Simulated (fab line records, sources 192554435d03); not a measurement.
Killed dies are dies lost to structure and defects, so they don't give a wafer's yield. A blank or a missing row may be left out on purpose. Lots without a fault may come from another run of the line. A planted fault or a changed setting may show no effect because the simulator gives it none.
fab line records | flow n5_finfet
record lots=10 wafers=27 last_day=16
route steps=1938 shown BEOL_M1@776 BEOL_M4@1111 PASSIVATION@1936
lots that met no fault: from a run of the same line without faults
start_h: hours from the record's first day to the start of the lot's first wafer shown | wait_h: hours since the lot's step before | " the same as in the row above | L1.1+2: a row that stands for several wafers | - no value, or no start given | * or withheld: withheld | < > ~ a bound
route shown NAME@n: a module of which the file shows steps, and the number in the route of the first | usual: mean/standard deviation of fault-free wafers | same: alike in all rows | chamber/n: place in a boat | sites: the reading at each site | _std_site: their standard deviation | _edge_site: outer sites' mean less inner sites' | radius_mm: how far each site lies from the wafer's centre | mask NAME#n: copy n | behind: the tool/chamber that last shaped the wafer | hold: why the lot was held/for how many hours/how that ended | device: the transistor (n, p or np) that didn't switch | end of line: the same wafers' tests at the end of the route | a step without rows: its recipe alone | killed: dies lost to structure and defects at the first sort, not the wafer's yield | map: a wafer's dies, x killed, . not, _ none there
set.NAME: the setting as run; set.NAME@STEP: as run at that earlier step | model.NAME: the simulator's own value behind a step, which no gauge read
steps of the route over a sample of lots; a table a step, a row a wafer
services: from which hour (start_h, from the record's first day; less than 0 if before it) a tool's chamber was out of use, for how many hours, and why
## steps
# step N5_BEOL_M1_CD_MEAS_18
# recipe pitch_nm=36 target_cd_nm=18
# usual cd_nm=18.1/0.33
# columns lot.wafer tool chamber start_h wait_h cd_nm
L239.1 cd_sem-02 - 127.33 0.0 18.1
L239.2 " - " " 18.5
L239.3 " - " " 18.2
L240.2 cd_sem-03 - 130.24 0.1 18.5
L240.3 " - " " 18.4
L240.6 " - " " 18.5
L243.2 cd_sem-02 - 149.05 0.1 17.8
L243.4 " - " " 17.4
L243.6 " - " " 18.0
L245.2 cd_sem-03 - 154.11 0.1 17.8
L245.3 " - " " 17.8
L245.6 " - " " 17.9
L248.3 cd_sem-02 - 180.18 0.1 18.4
L248.4 " - " " 17.6
L248.5 " - " " 18.0
L249.1 cd_sem-01 - 184.80 0.0 18.4
L249.2 " - " " 17.8
L249.4 " - " " 18.1
L252.4 cd_sem-01 - 205.43 0.1 17.8
L252.5 " - " " 17.7
L252.6 " - " " 17.7
L255.4 cd_sem-02 - 224.63 0.1 18.2
L255.6 " - " " 18.1
L257.2 cd_sem-02 - 227.32 0.1 18.1
L257.4 " - " " 18.0
L258.3 cd_sem-02 - 239.33 0.1 18.7
L258.4 " - " " 18.8
# step N5_BEOL_M1_ETCH_69
# recipe chemistry=CF4 target=SiARC target_depth_a=156 mask_material=CAR-EUV time_s=26 ion_energy_ev=80 pressure_mtorr=40 source_w=545 bias_w=36 Ar_flow_sccm=100 cf4_flow_sccm=100 ends=cleared
# usual drypump_motor_current_A=5.7/0.32 etch_rf_on_time_s=25.7/0.72 oes_product_au=0.66/0.064 rf_vpp_V=184.2/1.2 showerhead_plenum_p_Torr=2.15/0.066 throttle_valve_pct=15.70/0.17
# columns lot.wafer tool chamber start_h wait_h drypump_motor_current_A etch_rf_on_time_s oes_product_au rf_hours_counter_h rf_vpp_V showerhead_plenum_p_Torr throttle_valve_pct
L239.1 rie_diel-06 2 128.28 0.0 5.5 26.9 0.59 194 183.2 2.12 15.53
L239.2 " 1 " " 5.9 26.3 0.63 155 185.0 2.23 15.74
L239.3 " 0 " " 5.8 25.9 0.64 136 186.3 2.16 15.86
L240.2 rie_diel-06 2 130.73 0.0 5.5 26.6 0.60 194 184.2 2.12 15.54
L240.3 " 1 " " 5.9 26.1 0.64 155 185.0 2.23 15.74
L240.6 " 3 " " 5.8 25.1 0.81 - 184.6 2.18 15.64
L243.2 rie_diel-03 3 149.60 0.0 5.2 25.2 0.65 168 184.7 2.15 15.69
L243.4 " 1 " " 6.2 25.2 0.62 - 183.5 2.06 15.81
L243.6 " 0 " " 5.4 26.0 0.62 - 183.8 2.13 15.74
L245.2 rie_diel-03 0 154.60 0.0 5.4 26.2 0.61 190 184.3 2.13 15.77
L245.3 " 3 " " 5.3 25.7 0.64 169 184.2 2.15 15.71
L245.6 " 1 " " 6.2 25.4 0.62 - 182.8 2.06 15.82
L248.3 rie_diel-06 0 180.67 0.0 5.8 26.1 0.62 152 183.8 2.15 15.88
L248.4 " 3 " " 5.8 25.6 0.77 38 184.3 2.17 15.67
L248.5 " 1 " " 5.9 26.7 0.62 - 185.1 2.23 15.75
L249.1 rie_diel-05 2 185.31 0.0 5.5 24.8 0.75 57 183.2 2.17 15.44
L249.2 " 3 " " 6.1 26.6 0.76 14 185.8 2.27 15.62
L249.4 " 0 " " 5.8 24.6 0.67 147 182.4 2.07 15.92
L252.4 rie_diel-03 2 205.91 0.0 5.5 25.5 0.77 14 184.2 2.28 15.41
L252.5 " 0 " " 5.4 25.9 0.61 - 182.9 2.12 15.77
L252.6 " 1 " " 6.2 24.9 0.61 - 183.4 2.05 15.85
L255.4 rie_diel-03 0 225.47 0.0 5.4 25.8 0.60 - 183.5 2.12 15.81
L255.6 " 3 " " 5.3 25.3 0.63 - 182.7 2.14 15.75
L257.2 rie_diel-06 3 227.81 0.0 5.8 25.6 0.75 52 185.9 2.17 15.70
L257.4 " 2 " " 5.5 26.7 0.58 223 183.3 2.12 15.59
L258.3 rie_diel-06 2 239.82 0.0 5.5 26.6 0.58 227 183.7 2.11 15.61
L258.4 " 3 " " 5.8 25.5 0.76 55 184.8 2.17 15.71
# step N5_BEOL_M1_STRIP_36
# recipe chemistry=N2/H2 power_w=450 temp_c=40 pressure_mtorr=20 rf_frequency_hz=6e+07 overash_fraction=0.3 bias_power_w=7 h2_frac=0.5 n2_flow_sccm=200 h2_flow_sccm=200
# usual drypump_motor_current_A=5.77/0.24 oes_product_au=0.77/0.078 rf_vpp_V=59.4/1.5 showerhead_plenum_p_Torr=2.55/0.076 temp_c=40.00/0.11 throttle_valve_pct=23.79/0.21
# columns lot.wafer tool chamber start_h wait_h drypump_motor_current_A oes_product_au rf_hours_counter_h rf_vpp_V showerhead_plenum_p_Torr temp_c throttle_valve_pct
L239.1 rie_diel-06 0 128.71 0.0 5.83 0.74 136 59.1 2.52 39.82 23.90
L239.2 " 2 " " 5.54 0.71 194 62.3 2.53 39.95 23.82
L239.3 " 1 " " 5.93 0.75 155 61.9 2.65 40.10 23.73
L240.2 rie_diel-06 2 136.43 0.0 5.54 0.69 195 61.4 2.53 40.05 23.79
L240.3 " 0 " " 5.84 0.74 138 58.2 2.52 40.15 23.90
L240.6 " 0 " " 5.83 0.73 - 62.0 2.52 40.12 23.89
L243.2 rie_diel-03 0 152.09 0.0 5.38 0.72 190 60.9 2.53 39.99 24.09
L243.4 " 0 " " 5.40 0.72 - 60.2 2.53 39.95 24.09
L243.6 " 1 " " 6.23 0.71 - 57.3 2.42 39.90 23.86
L245.2 rie_diel-06 3 159.80 0.0 5.78 0.92 32 60.8 2.59 39.96 23.90
L245.3 " 1 " " 5.92 0.73 165 59.2 2.65 40.00 23.75
L245.6 " 1 " " 5.92 0.74 - 59.9 2.65 40.16 23.72
L248.3 rie_diel-03 1 184.70 0.0 6.21 0.69 193 58.7 2.42 39.93 23.83
L248.4 " 2 " " 5.53 0.92 8 61.1 2.71 40.15 23.40
L248.5 " 0 " " 5.37 0.70 - 60.5 2.52 40.05 24.10
L249.1 rie_diel-05 3 187.64 0.0 6.13 0.90 15 57.3 2.70 40.14 23.88
L249.2 " 0 " " 5.84 0.77 148 58.9 2.43 40.05 23.59
L249.4 " 1 " " 5.76 0.73 164 60.5 2.52 39.85 23.27
L252.4 rie_diel-06 3 206.82 0.0 5.80 0.90 45 59.1 2.59 39.98 23.91
L252.5 " 3 " " 5.77 0.90 - 61.1 2.59 39.87 23.93
L252.6 " 0 " " 5.83 0.73 - 59.4 2.51 39.98 23.90
L255.4 rie_diel-05 0 229.00 0.0 5.84 0.76 - 59.6 2.42 40.09 23.61
L255.6 " 3 " " 6.15 0.89 - 61.0 2.70 40.01 23.92
L257.2 rie_diel-06 2 234.90 0.0 5.52 0.69 224 56.9 2.52 40.07 23.84
L257.4 " 3 " " 5.77 0.88 54 56.7 2.58 39.98 23.94
L258.3 rie_diel-06 2 241.37 0.0 5.53 0.69 227 60.2 2.52 40.15 23.86
L258.4 " 3 " " 5.79 0.87 55 58.6 2.58 39.96 23.92
# step N5_BEOL_M1_ETCH_41
# recipe chemistry=CH3F/O2 target=SiCN target_depth_a=319 taper_deg=2 time_s=57.8 ion_energy_ev=120 mask_material=TiN pressure_mtorr=30 source_w=395 bias_w=75 Ar_flow_sccm=150 CH3F_flow_sccm=30 O2_flow_sccm=20
# usual drypump_motor_current_A=5.76/0.24 oes_product_au=0.77/0.077 rf_vpp_V=297.5/1.3 showerhead_plenum_p_Torr=2.01/0.059 throttle_valve_pct=16.38/0.17
# columns lot.wafer tool chamber start_h wait_h drypump_motor_current_A oes_product_au rf_hours_counter_h rf_vpp_V showerhead_plenum_p_Torr throttle_valve_pct
L239.1 rie_diel-06 0 128.78 - 5.85 0.74 136 297.9 2.01 16.53
L239.2 " 2 " " 5.52 0.70 194 298.4 1.98 16.20
L239.3 " 1 " " 5.92 0.74 155 299.9 2.08 16.39
L240.2 rie_diel-06 2 136.50 - 5.53 0.70 196 296.9 1.98 16.20
L240.3 " 0 " " 5.85 0.74 138 296.7 2.01 16.52
L240.6 " 0 " " 5.85 0.74 - 297.0 2.00 16.51
L243.2 rie_diel-03 0 152.16 - 5.38 0.72 190 296.4 1.98 16.41
L243.4 " 0 " " 5.40 0.73 - 297.9 1.98 16.43
L243.6 " 1 " " 6.21 0.72 - 296.2 1.91 16.51
L245.2 rie_diel-06 3 159.87 - 5.79 0.91 32 298.2 2.04 16.45
L245.3 " 1 " " 5.92 0.73 165 298.4 2.08 16.41
L245.6 " 1 " " 5.93 0.74 - 299.1 2.08 16.39
L248.3 rie_diel-03 1 184.77 - 6.22 0.72 193 295.0 1.91 16.51
L248.4 " 2 " " 5.53 0.93 8 299.5 2.14 16.16
L248.5 " 0 " " 5.38 0.72 - 296.8 1.98 16.44
L249.1 rie_diel-05 3 187.71 - 6.12 0.90 15 299.4 2.13 16.35
L249.2 " 0 " " 5.84 0.77 148 295.4 1.92 16.54
L249.4 " 1 " " 5.70 0.74 164 296.4 1.98 15.98
L252.4 rie_diel-06 3 206.89 - 5.75 0.89 45 299.5 2.04 16.49
L252.5 " 3 " " 5.78 0.89 - 297.9 2.04 16.47
L252.6 " 0 " " 5.82 0.73 - 297.3 2.00 16.56
L255.4 rie_diel-05 0 229.08 - 5.86 0.76 - 295.9 1.91 16.58
L255.6 " 3 " " 6.11 0.86 - 299.0 2.12 16.35
L257.2 rie_diel-06 2 234.97 - 5.51 0.67 224 297.0 1.97 16.24
L257.4 " 3 " " 5.79 1.14 54 298.9 2.04 16.49
L258.3 rie_diel-06 2 241.44 - 5.52 0.68 227 297.9 1.96 16.26
L258.4 " 3 " " 5.81 1.14 55 297.8 2.04 16.49
# step N5_BEOL_M4_RC_MEAS_101
# usual DIBL_N=36.6/2.1 DIBL_P=36.3/2.2 IOFF_N=0.16/0.036 IOFF_P=0.21/0.038 ION_N=671/12 ION_P=460/7.5 SS_N=71.8/0.72 SS_P=73.3/0.72 VT_N=250/3.2 VT_P=-250/3.5
# columns lot.wafer tool chamber start_h wait_h DIBL_N[mV/V] DIBL_P[mV/V] IOFF_N[nA/um] IOFF_P[nA/um] ION_N[uA/um] ION_P[uA/um] SS_N[mV/dec] SS_P[mV/dec] VT_N[mV] VT_P[mV]
L239.1 prober-02 0 162.49 0.0 40.1 39.8 0.20 0.21 675 456 72.6 73.9 248 -254
L239.2 " 0 " " 35.0 35.4 0.12 0.16 655 453 71.2 72.8 253 -257
L239.3 " 0 " " 37.9 38.1 0.16 0.19 669 456 71.4 73.9 252 -257
L240.2 prober-01 0 171.84 0.2 39.8 37.1 0.20 0.26 678 469 72.1 73.7 249 -245
L240.3 " 0 " " 37.9 35.5 0.17 0.24 679 473 71.9 73.5 247 -246
L240.6 " 0 " " 39.4 36.5 0.19 0.25 666 460 72.7 73.9 247 -246
L243.2 prober-01 0 185.55 0.2 39.1 39.6 0.20 0.25 683 458 72.3 74.0 249 -247
L243.4 " 0 " " 34.7 33.7 0.13 0.17 654 451 71.3 72.3 252 -252
L243.6 " 0 " " 33.8 33.0 0.11 0.15 656 454 70.9 72.3 252 -255
L245.2 prober-01 0 196.20 0.2 38.5 37.8 0.21 0.25 682 463 72.4 73.7 245 -249
L245.3 " 0 " " 38.6 37.6 0.19 0.24 673 457 72.1 74.1 249 -250
L245.6 " 0 " " 39.4 37.8 0.20 0.25 678 463 73.1 74.3 249 -248
L248.3 prober-02 0 218.80 0.3 34.4 35.1 0.13 0.19 663 456 70.9 72.4 252 -252
L248.4 " 0 " " 35.4 35.9 0.15 0.21 678 470 71.0 73.1 249 -249
L248.5 " 0 " " 32.6 33.4 0.11 0.16 666 461 70.7 72.5 252 -252
L249.1 prober-01 0 223.52 0.0 32.1 31.7 0.12 0.17 668 470 69.9 72.2 253 -250
L249.2 " 0 " " 36.3 35.6 0.18 0.24 686 471 72.0 73.1 248 -247
L249.4 " 0 " " 36.9 36.6 0.18 0.25 673 465 72.1 73.4 248 -246
L252.4 prober-01 0 242.73 0.5 40.5 39.9 0.23 0.26 696 469 72.1 74.7 244 -249
L252.5 " 0 " " 42.0 42.1 0.27 0.30 694 470 73.8 74.8 246 -244
L252.6 " 0 " " 40.0 37.6 0.20 0.21 666 452 73.2 73.8 249 -251
L255.4 prober-01 0 267.92 0.5 34.9 32.9 0.12 0.14 655 446 71.3 72.5 257 -259
L255.6 " 0 " " 40.3 40.3 0.23 0.26 696 465 72.1 75.3 245 -249
L257.2 prober-02 0 275.16 0.2 36.6 37.4 0.18 0.21 669 456 72.4 73.0 249 -252
L257.4 " 0 " " 35.0 36.3 0.15 0.20 674 465 71.7 73.4 249 -250
L258.3 prober-01 0 279.96 0.3 36.6 35.5 0.13 0.16 653 443 71.6 73.5 254 -257
L258.4 " 0 " " 35.7 35.3 0.12 0.16 648 447 71.1 72.5 255 -254
# step N5_PASSIVATION_PROBE_49
# usual defect_limited_yield=91.1/1.4 killed_at_M0_to_M3=33/9.1 killed_at_M4_up=14/5.6 killed_at_contacts=13/5.7 killed_at_front_end=42/12 killed_at_other=4/3 killed_dies=105/16 killed_open=69/11 killed_short=34/7.5 sort_bin_4_leakage=0.00/0.0072 sort_bin_5_function=5.2/0.91 sort_bin_6_memory=3.3/0.64 sort_bin_8_speed=0.0/0.37 sort_n_pass=1075/16 sort_yield_pct=91.1/1.4
# same gross_dies=1180 killed_at_back_side=0
# columns lot.wafer tool chamber start_h wait_h defect_limited_yield[%] killed_at_M0_to_M3 killed_at_M4_up killed_at_contacts killed_at_front_end killed_at_other killed_dies killed_open killed_short sort_bin_4_leakage[%] sort_bin_5_function[%] sort_bin_6_memory[%] sort_bin_8_speed[%] sort_n_pass sort_yield_pct[%]
L239.1 prober-02 - 262.73 0.0 90.3 28 19 11 54 2 114 73 37 0 5.4 3.6 0 1066 90.3
L239.2 prober-02 - 262.78 0.1 91.6 28 24 12 33 2 99 66 28 0 4.5 3.6 0 1081 91.6
L239.3 prober-02 - 262.83 0.1 91.5 29 13 6 51 1 100 66 33 0 4.4 3.8 0 1080 91.5
L240.2 prober-02 - 263.52 0.1 91.1 22 12 19 48 4 105 65 35 0 5.0 3.8 0 1075 91.1
L240.3 prober-02 - 263.57 0.1 91.3 27 6 17 48 5 103 62 40 0 5.7 2.5 0 1077 91.3
L240.6 prober-02 - 263.72 0.3 93.0 25 9 14 30 5 83 54 29 0 3.7 3.0 0 1097 93.0
L248.3 prober-02 - 310.98 0.1 91.1 52 15 13 20 5 105 68 36 0 5.2 3.6 0 1075 91.1
L248.4 prober-02 - 311.03 0.2 92.1 29 12 11 37 4 93 51 39 0 4.4 3.1 0 1087 92.1
L248.5 prober-02 - 311.08 0.2 93.8 27 12 11 23 0 73 53 20 0 3.7 2.2 0 1107 93.8
L249.1 prober-01 - 323.05 0.0 92.5 22 9 16 29 12 88 56 32 0 4.7 2.2 0 1092 92.5
L249.2 prober-01 - 323.10 0.1 94.0 16 12 8 32 3 71 40 30 0 3.4 2.3 0 1109 94.0
L249.4 prober-01 - 323.20 0.2 91.9 24 10 8 49 4 95 59 33 0 4.4 3.4 0 1085 91.9
L257.2 prober-01 - 378.29 0.1 89.9 40 17 11 46 5 119 78 39 0 5.7 3.9 0.1 1061 89.9
L257.4 prober-01 - 378.39 0.2 86.9 42 25 16 66 6 155 103 40 0 7.5 4.3 0 1025 86.9
# killed by level:class
L239.1 FIN_SAQP:geometric_particle:open=15 STI_FIN_REVEAL:geometric_particle:open=13 BEOL_M3:geometric_particle:open=10 FIN_SAQP:geometric_particle:short=8 MOL_CONTACT_COAG:geometric_particle:open=7 BEOL_M4:geometric_particle:open=5 BEOL_M0_SAQP:geometric_particle:open=5 MOL_CONTACT_COAG:geometric_particle:short=4
L239.2 BEOL_M4:geometric_particle:open=15 FIN_SAQP:geometric_particle:open=10 BEOL_M3:geometric_particle:open=10 FIN_SAQP:geometric_particle:short=8 MOL_CONTACT_COAG:geometric_particle:open=8 GATE_CUT:geometric_particle:short=5 BEOL_M2:geometric_particle:open=5 MOL_CONTACT_COAG:geometric_particle:short=4
L239.3 FIN_SAQP:geometric_particle:short=14 BEOL_M3:geometric_particle:open=13 FIN_SAQP:geometric_particle:open=11 BEOL_M4:geometric_particle:open=8 BEOL_M2:geometric_particle:open=7 MOL_CONTACT_COAG:geometric_particle:open=5 STI_FIN_REVEAL:geometric_particle:open=5 GATE_CUT:geometric_particle:short=5
L240.2 FIN_SAQP:geometric_particle:open=15 MOL_CONTACT_COAG:geometric_particle:open=15 FIN_SAQP:geometric_particle:short=9 BEOL_M0_SAQP:geometric_particle:short=6 STI_FIN_REVEAL:geometric_particle:open=5 BEOL_M0_SAQP:geometric_particle:open=4 BEOL_M1:geometric_particle:open=4 STI_FIN_REVEAL:geometric_particle:short=3
L240.3 MOL_CONTACT_COAG:geometric_particle:open=13 FIN_SAQP:geometric_particle:open=11 BEOL_M0_SAQP:geometric_particle:open=11 GATE_CUT:geometric_particle:short=10 FIN_SAQP:geometric_particle:short=8 BEOL_M0_SAQP:geometric_particle:short=6 GATE_CUT:geometric_particle:open=5 STI_FIN_REVEAL:geometric_particle:open=5
L240.6 MOL_CONTACT_COAG:geometric_particle:open=13 FIN_SAQP:geometric_particle:open=8 BEOL_M0_SAQP:geometric_particle:open=7 FIN_SAQP:geometric_particle:short=5 GATE_CUT:geometric_particle:short=5 BEOL_M0_SAQP:geometric_particle:short=4 BEOL_M2:geometric_particle:short=4 BEOL_M2:geometric_particle:open=4
L248.3 BEOL_M2:geometric_particle:open=20 MOL_CONTACT_COAG:geometric_particle:open=12 BEOL_M2:geometric_particle:short=7 BEOL_M3:geometric_particle:open=7 GATE_CUT:geometric_particle:short=6 BEOL_M1:geometric_particle:short=5 BEOL_M0_SAQP:geometric_particle:short=4 BEOL_M1:geometric_particle:open=4
L248.4 MOL_CONTACT_COAG:geometric_particle:open=10 STARTING-WAFER:geometric_particle:short=8 BEOL_M3:geometric_particle:open=7 BEOL_M2:geometric_particle:open=6 GATE_CUT:geometric_particle:short=5 BEOL_M0:geometric_particle:open=5 BEOL_M4:geometric_particle:open=5 BEOL_M4:geometric_particle:short=4
L248.5 MOL_CONTACT_COAG:geometric_particle:open=8 BEOL_M4:geometric_particle:open=8 FIN_SAQP:geometric_particle:open=5 BEOL_M0_SAQP:geometric_particle:open=5 BEOL_M3:geometric_particle:open=5 BEOL_M1:geometric_particle:open=4 BEOL_M2:geometric_particle:open=4 BEOL_M3:geometric_particle:short=4
L249.1 MOL_CONTACT_COAG:geometric_particle:open=14 FIN_SAQP:geometric_particle:short=9 STI_FIN_REVEAL:geometric_particle:open=9 GATE_CUT:geometric_particle:short=5 BEOL_M2:geometric_particle:open=5 BEOL_M3:geometric_particle:open=5 PASS1_DEP:geometric_particle:open=5 PASS1_DEP:geometric_particle:short=5
L249.2 FIN_SAQP:geometric_particle:short=9 MOL_CONTACT_COAG:geometric_particle:open=6 BEOL_M4:geometric_particle:open=6 GATE_CUT:geometric_particle:short=4 BEOL_M0_SAQP:geometric_particle:short=4 BEOL_M2:geometric_particle:open=4 FIN_SAQP:geometric_particle:open=3 BEOL_M0_SAQP:geometric_particle:open=3
L249.4 STI_FIN_REVEAL:geometric_particle:open=14 FIN_SAQP:geometric_particle:short=12 BEOL_M3:geometric_particle:open=8 MOL_CONTACT_COAG:geometric_particle:open=7 GATE_CUT:geometric_particle:short=5 BEOL_M2:geometric_particle:open=5 BEOL_M4:geometric_particle:open=5 FIN_SAQP:geometric_particle:open=4
L257.2 BEOL_M4:geometric_particle:open=13 STI_FIN_REVEAL:geometric_particle:open=10 BEOL_M3:geometric_particle:open=10 FIN_SAQP:geometric_particle:short=9 FIN_SAQP:geometric_particle:open=9 MOL_CONTACT_COAG:geometric_particle:open=9 BEOL_M0_SAQP:geometric_particle:short=8 BEOL_M0_SAQP:geometric_particle:open=7
L257.4 BEOL_M3:geometric_particle:open=16 MOL_CONTACT_COAG:geometric_particle:open=15 FIN_SAQP:geometric_particle:open=13 HKMG_FIN:area_etch=12 FIN_SAQP:geometric_particle:short=8 BEOL_M4:geometric_particle:open=8 BEOL_M4:geometric_particle:short=8 DUMMY_GATE:geometric_particle:open=7
## services
# columns tool chamber start_h hours kind
rie_diel-06 1 113.13 2.7 repair
rie_diel-03 2 125.25 - clean
rie_diel-03 2 125.25 - consumable_replace:focus_ring
rie_diel-03 2 125.25 - consumable_replace:showerhead
rie_diel-03 2 125.25 35.9 scheduled_down
rie_diel-03 2 125.25 35.9 vent_cycle
rie_diel-05 3 126.60 - clean
rie_diel-05 3 126.60 - consumable_replace:focus_ring
rie_diel-05 3 126.60 - consumable_replace:showerhead
rie_diel-05 3 126.60 13.2 scheduled_down
rie_diel-05 3 126.60 13.2 vent_cycle
rie_diel-05 2 147.57 7.4 repair
rie_diel-03 2 214.25 38.8 repair
## key
first_sign step=N5_BEOL_M1_ETCH_41 reading=oes_product_au direction=up sigmas=4.8 usual=0.77 struck=1.14
effect none on later readings
met_at N5_BEOL_M1_ETCH_41
struck_lots L257,L258
struck_wafers L257.4,L258.4
baseline_loss step=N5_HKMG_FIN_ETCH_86 wafers=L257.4
not_acting_at N5_BEOL_M1_CD_MEAS_18,N5_BEOL_M1_ETCH_69,N5_BEOL_M1_STRIP_36
onset_between 206.89 234.97
fault kind=process_parameter_drift tool=rie_diel-06 chamber=- onset_h=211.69 steps=N5_BEOL_M1_ETCH_41 channel=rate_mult offset=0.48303 shape=step end_h=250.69 scope=struck_wafers_only
# baseline_loss: these wafers lose ten dies or more at that step, a loss of the line's own and not of a fault; the sort's usual values leave them out
